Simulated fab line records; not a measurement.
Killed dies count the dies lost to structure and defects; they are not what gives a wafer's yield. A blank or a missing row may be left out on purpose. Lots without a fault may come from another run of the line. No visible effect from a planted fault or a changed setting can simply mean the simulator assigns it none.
Which tool was responsible?	flow nand-harc	24 lots with 72 wafers sampled at 6 steps, on a route of 1159 steps

## WHAT EACH GAUGE READ, for each wafer
No reading from a measuring or inspecting step in the record can be judged against a usual standard deviation.

## EACH LOT AND THE TOOL THAT RAN IT (in order: tool; ch and the chambers of the sampled wafers; start)
lot	NHARC_P_M1_DESCUM_14	NHARC_P_M1_STRIP_18	NHARC_P_M1_PRE_CLEAN_32	NHARC_P_M2_PVD_20	NHARC_P_M2_ANNEAL_31	NHARC_P_BONDPAD_DEGAS_25
L075	rie-diel-13 ch 0,2, day 6 03:34	rie-diel-13 ch 0,2, day 6 03:58	pecvd-03 ch 1,2, day 6 06:20	pvd-sputter-01, day 6 09:46 or earlier	rtp-anneal-01 ch 0, day 6 09:46	pvd-sputter-01, day 6 13:27
L074	rie-diel-08 ch 0,2,3, day 6 04:18	rie-diel-13 ch 1,2,3, day 6 04:41	pecvd-04 ch 1,2, day 6 06:58	pvd-sputter-02, day 6 10:19 or earlier	rtp-anneal-02 ch 0, day 6 10:19	pvd-sputter-03, day 6 14:05
L077	rie-diel-13 ch 0,1, day 6 17:03	rie-diel-01 ch 1,2,3, day 6 17:31	pecvd-04 ch 0,1,2, day 6 19:46	pvd-sputter-01, day 6 23:01 or earlier	rtp-anneal-02 ch 0, day 6 23:01	pvd-sputter-03, day 7 02:38
L078	rie-diel-13 ch 0,2,3, day 6 21:46	rie-diel-08 ch 0,1, day 6 22:08	pecvd-03 ch 1,2, day 7 00:29	pvd-sputter-01, day 7 03:50 or earlier	rtp-anneal-01 ch 0, day 7 03:50	pvd-sputter-03, day 7 07:44
L076	rie-diel-13 ch 0,1,2, day 7 01:25	rie-diel-08 ch 0,3, day 7 01:47	pecvd-04 ch 1,2, day 7 04:05	pvd-sputter-02, day 7 07:29 or earlier	rtp-anneal-01 ch 0, day 7 07:29	pvd-sputter-01, day 7 11:09
L080	rie-diel-13 ch 0,2, day 7 04:31	rie-diel-08 ch 1,2, day 7 04:53	pecvd-03 ch 0,1, day 7 07:10	pvd-sputter-03, day 7 10:33 or earlier	rtp-anneal-02 ch 0, day 7 10:33	pvd-sputter-03, day 7 14:17
L079	rie-diel-01 ch 0,2,3, day 7 05:16	rie-diel-08 ch 0,2,3, day 7 05:42	pecvd-04 ch 0,2, day 7 07:56	pvd-sputter-02, day 7 11:23 or earlier	rtp-anneal-02 ch 0, day 7 11:23	pvd-sputter-03, day 7 15:08
L081	rie-diel-08 ch 1,2,3, day 7 21:56	rie-diel-01 ch 0,1,2, day 7 22:20	pecvd-03 ch 0,1,2, day 8 00:35	pvd-sputter-03, day 8 04:16 or earlier	rtp-anneal-02 ch 0, day 8 04:16	pvd-sputter-03, day 8 07:54
L082	rie-diel-08 ch 2,3, day 7 23:13	rie-diel-01 ch 2,3, day 7 23:37	pecvd-02 ch 0,1,2, day 8 01:53	pvd-sputter-03, day 8 05:10 or earlier	rtp-anneal-02 ch 0, day 8 05:10	pvd-sputter-02, day 8 08:47
L083	rie-diel-13 ch 0,1,2, day 7 23:49	rie-diel-08 ch 0,1,3, day 8 00:13	pecvd-02 ch 1,2, day 8 02:29	pvd-sputter-03, day 8 05:49 or earlier	rtp-anneal-01 ch 0, day 8 05:49	pvd-sputter-01, day 8 09:30
L085	rie-diel-01 ch 0,1,2, day 8 12:53	rie-diel-01 ch 0,3, day 8 13:16	pecvd-04 ch 0,1,2, day 8 16:14	pvd-sputter-02, day 8 19:35 or earlier	rtp-anneal-01 ch 0, day 8 19:35	pvd-sputter-03, day 8 23:17
L084	rie-diel-13 ch 0,2,3, day 8 13:34	rie-diel-01 ch 0,2,3, day 8 13:56	pecvd-02 ch 0,1,2, day 8 16:44	pvd-sputter-01, day 8 20:05 or earlier	rtp-anneal-02 ch 0, day 8 20:05	pvd-sputter-01, day 8 23:50
L087	rie-diel-13 ch 2,3, day 9 07:01	rie-diel-01 ch 1,2, day 9 07:23	pecvd-02 ch 1,2, day 9 09:42	pvd-sputter-02, day 9 13:13 or earlier	rtp-anneal-01 ch 0, day 9 13:13	pvd-sputter-01, day 9 17:19
L086	rie-diel-08 ch 0,1,2, day 9 08:03	rie-diel-13 ch 0,3, day 9 08:26	pecvd-02 ch 0,1, day 9 10:48	pvd-sputter-01, day 9 14:07 or earlier	rtp-anneal-02 ch 0, day 9 14:07	pvd-sputter-02, day 9 17:49
L088	rie-diel-08 ch 0,1,2, day 10 01:45	rie-diel-01 ch 0,1, day 10 02:11	pecvd-03 ch 1,2, day 10 04:28	pvd-sputter-03, day 10 08:16 or earlier	rtp-anneal-02 ch 0, day 10 08:16	pvd-sputter-01, day 10 11:58
L089	rie-diel-13 ch 1,2,3, day 10 02:43	rie-diel-08 ch 1,3, day 10 03:06	pecvd-02 ch 0,1, day 10 05:22	pvd-sputter-01, day 10 08:47 or earlier	rtp-anneal-02 ch 0, day 10 08:47	pvd-sputter-03, day 10 12:38
L090	rie-diel-13 ch 0,1,3, day 10 03:16	rie-diel-13 ch 0,3, day 10 03:38	pecvd-03 ch 0,2, day 10 05:56	pvd-sputter-02, day 10 09:17 or earlier	rtp-anneal-01 ch 0, day 10 09:17	pvd-sputter-02, day 10 13:03
L091	rie-diel-01 ch 0,1,2, day 10 09:40	rie-diel-13 ch 0,2, day 10 10:02	pecvd-03 ch 0,2, day 10 12:19	pvd-sputter-03, day 10 15:43 or earlier	rtp-anneal-02 ch 0, day 10 15:43	pvd-sputter-01, day 10 19:19
L093	rie-diel-08 ch 1,2, day 10 10:02	rie-diel-08 ch 2,3, day 10 10:25	pecvd-02 ch 0,1,2, day 10 12:41	pvd-sputter-01, day 10 16:03 or earlier	rtp-anneal-01 ch 0, day 10 16:03	pvd-sputter-02, day 10 19:51
L092	rie-diel-01 ch 0,1,3, day 10 10:22	rie-diel-13 ch 1,2,3, day 10 10:44	pecvd-04 ch 1,2, day 10 13:01	pvd-sputter-03, day 10 16:26 or earlier	rtp-anneal-02 ch 0, day 10 16:26	pvd-sputter-02, day 10 20:17
L094	rie-diel-13 ch 0,1,3, day 11 00:59	rie-diel-08 ch 1,3, day 11 01:23	pecvd-02 ch 0,1,2, day 11 03:45	pvd-sputter-02, day 11 07:05 or earlier	rtp-anneal-02 ch 0, day 11 07:05	pvd-sputter-02, day 11 10:50
L095	rie-diel-08 ch 1,2, day 11 03:22	rie-diel-08 ch 0,2,3, day 11 03:45	pecvd-02 ch 1,2, day 11 06:14	pvd-sputter-03, day 11 09:59 or earlier	rtp-anneal-01 ch 0, day 11 09:59	pvd-sputter-02, day 11 13:43
L096	rie-diel-13 ch 0,3, day 11 11:29	rie-diel-08 ch 0,1,2, day 11 11:55	pecvd-02 ch 0,1, day 11 14:13	pvd-sputter-02, day 11 17:41 or earlier	rtp-anneal-01 ch 0, day 11 17:41	pvd-sputter-03, day 11 21:47
L097	rie-diel-01 ch 0,2,3, day 11 19:49	rie-diel-08 ch 0,2,3, day 11 20:13	pecvd-03 ch 0,2, day 11 22:29	pvd-sputter-03, day 12 02:18 or earlier	rtp-anneal-01 ch 0, day 12 02:18	pvd-sputter-01, day 12 05:52
- NHARC_P_M1_DESCUM_14: chemistry O2, time 3 s.
- NHARC_P_M1_STRIP_18: strips in N2/H2.
- NHARC_P_M1_PRE_CLEAN_32: time 12 s.
- NHARC_P_M2_PVD_20: deposits TaN, target thk 5 nm, time 8.06 s.
- NHARC_P_M2_ANNEAL_31: time 90 s.
- NHARC_P_BONDPAD_DEGAS_25: time 60 s.

## AS READ BY THE TOOLS THEMSELVES (means over the sampled wafers that have a number; for cases with no such wafer, the mark the record gives instead)
NHARC_P_M1_DESCUM_14.
lot	tool	drypump-motor-current-A (A)	oes-product-au (a.u.)	rf-vpp-V (V)	showerhead-plenum-p-Torr (Torr)	throttle-valve-pct (%)
L075	rie-diel-13	5.5	0.993	57.3	2.03	11.309
L074	rie-diel-08	6.1	1.007	57.0	1.92	11.318
L077	rie-diel-13	5.7	0.983	57.4	1.94	11.326
L078	rie-diel-13	5.4	0.997	57.5	1.99	11.307
L076	rie-diel-13	5.4	0.982	58.6	1.96	11.312
L080	rie-diel-13	5.5	1.000	58.3	2.03	11.310
L079	rie-diel-01	5.8	1.006	57.6	1.91	11.307
L081	rie-diel-08	5.9	0.998	58.0	1.86	11.312
L082	rie-diel-08	6.2	0.998	57.8	1.85	11.321
L083	rie-diel-13	5.4	0.990	57.3	1.96	11.300
L085	rie-diel-01	5.7	0.996	57.5	1.90	11.318
L084	rie-diel-13	5.4	0.996	58.3	1.99	11.304
L087	rie-diel-13	5.2	0.996	58.5	1.97	11.319
L086	rie-diel-08	5.8	1.001	57.7	1.88	11.317
L088	rie-diel-08	5.8	1.003	57.7	1.88	11.316
L089	rie-diel-13	5.2	0.994	57.6	1.95	11.304
L090	rie-diel-13	5.4	0.984	57.6	1.92	11.301
L091	rie-diel-01	5.8	0.999	56.8	1.90	11.314
L093	rie-diel-08	5.9	1.004	57.3	1.80	11.305
L092	rie-diel-01	5.5	0.998	57.6	1.88	11.311
L094	rie-diel-13	5.4	0.988	57.8	1.92	11.311
L095	rie-diel-08	5.9	1.004	57.3	1.80	11.311
L096	rie-diel-13	5.3	0.999	57.6	1.95	11.321
L097	rie-diel-01	5.8	1.005	57.5	1.91	11.318

NHARC_P_M1_STRIP_18.
lot	tool	drypump-motor-current-A (A)	oes-product-au (a.u.)	rf-vpp-V (V)	showerhead-plenum-p-Torr (Torr)	throttle-valve-pct (%)
L075	rie-diel-13	5.5	1.000	91.3	2.16	14.169
L074	rie-diel-13	5.2	0.998	90.6	2.08	14.170
L077	rie-diel-01	5.9	0.995	90.5	1.99	14.174
L078	rie-diel-08	5.7	1.010	90.3	2.08	14.177
L076	rie-diel-08	6.2	0.995	90.6	2.10	14.173
L080	rie-diel-08	5.9	1.004	89.4	1.92	14.173
L079	rie-diel-08	6.1	0.996	90.0	2.04	14.167
L081	rie-diel-01	5.7	1.004	90.9	2.02	14.175
L082	rie-diel-01	6.3	0.982	90.2	2.02	14.162
L083	rie-diel-08	5.8	0.999	91.0	2.06	14.162
L085	rie-diel-01	5.3	1.013	90.7	2.05	14.174
L084	rie-diel-01	5.8	1.002	90.8	2.04	14.179
L087	rie-diel-01	5.9	0.985	90.6	1.98	14.167
L086	rie-diel-13	5.6	0.987	89.8	2.09	14.160
L088	rie-diel-01	5.3	1.012	90.2	2.04	14.171
L089	rie-diel-08	6.1	1.004	91.4	2.03	14.167
L090	rie-diel-13	5.6	0.984	91.3	2.09	14.167
L091	rie-diel-13	5.7	0.987	90.9	2.14	14.169
L093	rie-diel-08	6.3	0.996	90.3	2.02	14.175
L092	rie-diel-13	5.2	0.988	91.0	2.07	14.175
L094	rie-diel-08	6.0	0.995	91.0	2.03	14.169
L095	rie-diel-08	6.1	1.001	90.8	2.04	14.163
L096	rie-diel-08	5.8	1.005	90.5	2.00	14.162
L097	rie-diel-08	6.1	0.996	90.5	2.04	14.165

NHARC_P_M1_PRE_CLEAN_32.
lot	tool	heater-power-w (W)
L075	pecvd-03	747
L074	pecvd-04	612
L077	pecvd-04	596
L078	pecvd-03	709
L076	pecvd-04	669
L080	pecvd-03	706
L079	pecvd-04	540
L081	pecvd-03	719
L082	pecvd-02	588
L083	pecvd-02	544
L085	pecvd-04	578
L084	pecvd-02	600
L087	pecvd-02	626
L086	pecvd-02	621
L088	pecvd-03	700
L089	pecvd-02	614
L090	pecvd-03	758
L091	pecvd-03	746
L093	pecvd-02	577
L092	pecvd-04	554
L094	pecvd-02	578
L095	pecvd-02	561
L096	pecvd-02	616
L097	pecvd-03	688

NHARC_P_M2_PVD_20.
lot	tool	bias-v (V)	throttle-valve-pct (%)
L075	pvd-sputter-01	167.5	28.9
L074	pvd-sputter-02	170.1	30.1
L077	pvd-sputter-01	169.4	29.8
L078	pvd-sputter-01	168.9	28.9
L076	pvd-sputter-02	170.5	30.5
L080	pvd-sputter-03	168.0	30.8
L079	pvd-sputter-02	169.0	30.5
L081	pvd-sputter-03	170.1	29.8
L082	pvd-sputter-03	168.8	31.3
L083	pvd-sputter-03	168.3	30.9
L085	pvd-sputter-02	169.7	30.7
L084	pvd-sputter-01	169.0	29.4
L087	pvd-sputter-02	166.5	30.2
L086	pvd-sputter-01	168.4	28.3
L088	pvd-sputter-03	167.2	29.4
L089	pvd-sputter-01	169.8	28.0
L090	pvd-sputter-02	167.8	31.0
L091	pvd-sputter-03	167.9	31.4
L093	pvd-sputter-01	169.0	29.3
L092	pvd-sputter-03	168.6	31.1
L094	pvd-sputter-02	168.4	30.6
L095	pvd-sputter-03	167.6	32.2
L096	pvd-sputter-02	169.9	31.0
L097	pvd-sputter-03	168.8	31.0

NHARC_P_M2_ANNEAL_31.
lot	tool	wafer_temp_C_max
L075	rtp-anneal-01	226.1
L074	rtp-anneal-02	226.2
L077	rtp-anneal-02	226.4
L078	rtp-anneal-01	225.6
L076	rtp-anneal-01	225.7
L080	rtp-anneal-02	226.2
L079	rtp-anneal-02	226.4
L081	rtp-anneal-02	226.7
L082	rtp-anneal-02	226.3
L083	rtp-anneal-01	225.8
L085	rtp-anneal-01	226.0
L084	rtp-anneal-02	226.3
L087	rtp-anneal-01	226.1
L086	rtp-anneal-02	226.5
L088	rtp-anneal-02	227.0
L089	rtp-anneal-02	226.3
L090	rtp-anneal-01	225.6
L091	rtp-anneal-02	226.9
L093	rtp-anneal-01	225.8
L092	rtp-anneal-02	226.8
L094	rtp-anneal-02	226.4
L095	rtp-anneal-01	226.0
L096	rtp-anneal-01	225.7
L097	rtp-anneal-01	225.7

NHARC_P_BONDPAD_DEGAS_25.
lot	tool	heater-power-w (W)
L075	pvd-sputter-01	425
L074	pvd-sputter-03	458
L077	pvd-sputter-03	478
L078	pvd-sputter-03	463
L076	pvd-sputter-01	425
L080	pvd-sputter-03	472
L079	pvd-sputter-03	453
L081	pvd-sputter-03	460
L082	pvd-sputter-02	440
L083	pvd-sputter-01	431
L085	pvd-sputter-03	465
L084	pvd-sputter-01	445
L087	pvd-sputter-01	447
L086	pvd-sputter-02	442
L088	pvd-sputter-01	462
L089	pvd-sputter-03	459
L090	pvd-sputter-02	480
L091	pvd-sputter-01	444
L093	pvd-sputter-02	473
L092	pvd-sputter-02	481
L094	pvd-sputter-02	434
L095	pvd-sputter-02	397
L096	pvd-sputter-03	450
L097	pvd-sputter-01	486

## THE ANSWER, worked out from the rows above alone
Rule: usual is defined by the lots themselves. The widest of any qualifying gaps counts: lots, ordered by their means at a reading, are off when they make up no more than a third of the lots, leave a main group of 4 or more, and stand apart from it by 3 or more times the standard deviation of that group's means. A main group whose means are all the same, to the digits that the tables above print for the reading, isn't used. A lot without any number at a reading at which 4 lots or more have one is off too. All remaining lots with rows at the step are treated as sound. The gauges are gone through in route order, then the tools' own readings, and for those a lot's mean is taken as printed above. The first step at which some lot is off is used, and at that step the reading that is off furthest; a lot without a number counts as furthest.
None of the lots is off at any reading shown; this tells nothing.

## WHAT THE SIMULATOR HAD PUT IN
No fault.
